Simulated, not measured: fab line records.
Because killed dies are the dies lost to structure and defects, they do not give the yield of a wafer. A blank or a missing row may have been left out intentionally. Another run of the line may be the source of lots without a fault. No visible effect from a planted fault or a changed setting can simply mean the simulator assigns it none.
Split-lot trial :: flow n5Finfet :: on a route of 1938 steps: 7 lots, 21 wafers read

ABOUT THE SPLIT
At N5_SD_EPI_P_ETCH_16 (etches SiO2 in CHF3/O2, target depth 5 nm), the setting targetDepthA was moved away from the recipe's 50 angstrom on 7 of the 21 wafers read, by -9.9% to +11.9%. For the rest of the wafers, this setting stayed at what the recipe calls for.

Reading taken at the split's own step.

THE READING
etch.depthNm (the simulator's own value, which no gauge read), in nm, at N5_SD_EPI_P_ETCH_16 (etches SiO2 in CHF3/O2, target depth 5 nm). There is no usual value for it anywhere in the file. Here, 14 wafers ran the recipe; their average is 4.952 nm with a standard deviation of 0.08 nm.

wafer: L074.3
tool, chamber at the split: rieDiel-01, 0
targetDepthA as run, angstrom: 45.05
against the recipe: -9.9%
etch.depthNm, nm: 4.536
against lot-mates on the recipe: -0.364

wafer: L074.5
tool, chamber at the split: rieDiel-01, 2
targetDepthA as run, angstrom: 45.05
against the recipe: -9.9%
etch.depthNm, nm: 4.395
against lot-mates on the recipe: -0.505

wafer: L074.6
tool, chamber at the split: rieDiel-01, 3
targetDepthA as run, angstrom: 50
against the recipe: recipe
etch.depthNm, nm: 4.9
against lot-mates on the recipe: -

wafer: L076.1
tool, chamber at the split: rieDiel-04, 0
targetDepthA as run, angstrom: 50
against the recipe: recipe
etch.depthNm, nm: 4.977
against lot-mates on the recipe: -

wafer: L076.2
tool, chamber at the split: rieDiel-04, 2
targetDepthA as run, angstrom: 50
against the recipe: recipe
etch.depthNm, nm: 4.971
against lot-mates on the recipe: -

wafer: L076.5
tool, chamber at the split: rieDiel-04, 0
targetDepthA as run, angstrom: 45.45
against the recipe: -9.1%
etch.depthNm, nm: 4.519
against lot-mates on the recipe: -0.455

wafer: L081.1
tool, chamber at the split: rieDiel-01, 1
targetDepthA as run, angstrom: 54.73
against the recipe: +9.5%
etch.depthNm, nm: 5.376
against lot-mates on the recipe: +0.541

wafer: L081.2
tool, chamber at the split: rieDiel-01, 2
targetDepthA as run, angstrom: 54.73
against the recipe: +9.5%
etch.depthNm, nm: 5.271
against lot-mates on the recipe: +0.436

wafer: L081.6
tool, chamber at the split: rieDiel-01, 2
targetDepthA as run, angstrom: 50
against the recipe: recipe
etch.depthNm, nm: 4.835
against lot-mates on the recipe: -

wafer: L083.1
tool, chamber at the split: rieDiel-01, 2
targetDepthA as run, angstrom: 50
against the recipe: recipe
etch.depthNm, nm: 4.824
against lot-mates on the recipe: -

wafer: L083.3
tool, chamber at the split: rieDiel-01, 1
targetDepthA as run, angstrom: 50
against the recipe: recipe
etch.depthNm, nm: 4.925
against lot-mates on the recipe: -

wafer: L083.4
tool, chamber at the split: rieDiel-01, 0
targetDepthA as run, angstrom: 50
against the recipe: recipe
etch.depthNm, nm: 5.014
against lot-mates on the recipe: -

wafer: L086.2
tool, chamber at the split: rieDiel-03, 0
targetDepthA as run, angstrom: 55.93
against the recipe: +11.9%
etch.depthNm, nm: 5.38
against lot-mates on the recipe: +0.280

wafer: L086.5
tool, chamber at the split: rieDiel-03, 2
targetDepthA as run, angstrom: 55.93
against the recipe: +11.9%
etch.depthNm, nm: 5.511
against lot-mates on the recipe: +0.411

wafer: L086.6
tool, chamber at the split: rieDiel-03, 3
targetDepthA as run, angstrom: 50
against the recipe: recipe
etch.depthNm, nm: 5.1
against lot-mates on the recipe: -

wafer: L087.3
tool, chamber at the split: rieDiel-03, 3
targetDepthA as run, angstrom: 50
against the recipe: recipe
etch.depthNm, nm: 5.025
against lot-mates on the recipe: -

wafer: L087.4
tool, chamber at the split: rieDiel-03, 0
targetDepthA as run, angstrom: 50
against the recipe: recipe
etch.depthNm, nm: 4.826
against lot-mates on the recipe: -

wafer: L087.5
tool, chamber at the split: rieDiel-03, 2
targetDepthA as run, angstrom: 50
against the recipe: recipe
etch.depthNm, nm: 4.946
against lot-mates on the recipe: -

wafer: L092.1
tool, chamber at the split: rieDiel-03, 1
targetDepthA as run, angstrom: 50
against the recipe: recipe
etch.depthNm, nm: 4.96
against lot-mates on the recipe: -

wafer: L092.5
tool, chamber at the split: rieDiel-03, 3
targetDepthA as run, angstrom: 50
against the recipe: recipe
etch.depthNm, nm: 5.03
against lot-mates on the recipe: -

wafer: L092.6
tool, chamber at the split: rieDiel-03, 2
targetDepthA as run, angstrom: 50
against the recipe: recipe
etch.depthNm, nm: 5.002
against lot-mates on the recipe: -

FIT RESULTS
A straight line over all 21 wafers: etch.depthNm changes by +0.044 nm for each +1% of targetDepthA; r = +0.96; the points scatter about the line by 0.08 nm.
The same after taking each lot's own level away (the mean of its wafers on the recipe; 21 wafers): +0.041 nm for each +1%; r = +0.95; scatter 0.083 nm.
That fit puts the effect of the largest move of targetDepthA on the reading at 0.49 nm.
From 4.8350 to 5.1000 nm: that is the span of the lots' own levels, equal to 3.3 times the standard deviation above.
So the lot-to-lot level changes the slope little: the two slopes agree.
Check: with one of the wafers moved furthest among these (+11.9%) left out of the fit, the line predicts +0.531 nm for it against its lot-mates. Against them it came out at +0.28 nm.

OTHER SPLITS APPLIED TO THESE WAFERS
Other splits were also applied to these wafers ahead of the reading. Each is held against what the fit with the lots' levels taken away leaves over:
other split on the same wafers: N5_PMOS_HMC_CHANNEL_EPI_HM_DEP_34 timeS
wafers away from the commonest value: 7
r with etch.depthNm (lot level and that fit taken away): +0.35

other split on the same wafers: N5_PMOS_HMC_CHANNEL_EPI_ETCH_32 biasW
wafers away from the commonest value: 3
r with etch.depthNm (lot level and that fit taken away): +0.07

other split on the same wafers: N5_FIN_SAQP_SPACER1_ALD_24 aldCycles
wafers away from the commonest value: 8
r with etch.depthNm (lot level and that fit taken away): -0.46

other split on the same wafers: N5_FIN_CUT_EXPOSE_05 doseMj
wafers away from the commonest value: 5
r with etch.depthNm (lot level and that fit taken away): +0.00

other split on the same wafers: N5_FIN_CUT_ETCH_21 biasW
wafers away from the commonest value: 7
r with etch.depthNm (lot level and that fit taken away): +0.01

other split on the same wafers: N5_DUMMY_GATE_ETCH_31 targetDepthA
wafers away from the commonest value: 7
r with etch.depthNm (lot level and that fit taken away): -0.46

other split on the same wafers: N5_DUMMY_GATE_ETCH_32 timeS
wafers away from the commonest value: 6
r with etch.depthNm (lot level and that fit taken away): -0.18

FILE'S OWN FIT
etch.depthNm changes by +0.0417 nm for each +1% of targetDepthA, r = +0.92.
